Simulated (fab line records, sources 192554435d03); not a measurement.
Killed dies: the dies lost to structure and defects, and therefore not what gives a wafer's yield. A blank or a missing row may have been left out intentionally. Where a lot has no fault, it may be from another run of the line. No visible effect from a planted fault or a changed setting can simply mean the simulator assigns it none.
Chamber matching ; flow n5_finfet ; N5_BEOL_M5_CURE_80 on uv_cure-01 has 3 sister chambers
The step cures SiCOH lowk, time 120 s. 3 wafers are shown with their chamber, then 9 later ones without.

== WAFERS WITH THEIR CHAMBER ==
wafer;chamber;wafer_temp_C_max
L077.6;0;371.5
L080.6;2;372.3
L086.6;1;371.3

== WAFERS WITHOUT THEIR CHAMBER ==
wafer;wafer_temp_C_max
L092.3;371.1
L092.4;371.2
L092.5;371.0
L091.1;371.2
L091.2;371.4
L091.6;371.3
L095.1;372.2
L095.4;372.3
L095.5;371.6

== EACH ONE'S CHAMBER ==
wafer;from the rows above;in truth
L092.3;can't be placed: 1 or 0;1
L092.4;can't be placed: 1 or 0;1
L092.5;can't be placed: 1 or 0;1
L091.1;can't be placed: 1 or 0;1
L091.2;can't be placed: 1 or 0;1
L091.6;can't be placed: 1 or 0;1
L095.1;2;2
L095.4;2;2
L095.5;can't be placed: 0 or 1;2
2 of 9 placed correctly. From these rows, 7 cannot be placed; in 6 the true chamber is one of the candidates. Placed wrongly: 0.
How it was worked out, from the rows above alone: a wafer's distance from a chamber is the root of the sum, over the readings, of the square of ((its reading less the chamber's mean) divided by the reading's scatter). The wafer belongs to the nearest chamber; if the next one is less than 2 further off, it can't be placed. Each chamber's mean is taken over the wafers shown for it. The scatter: with one shown wafer a chamber, the root of the mean of the squares of how far each hidden wafer lies from its nearest shown one.
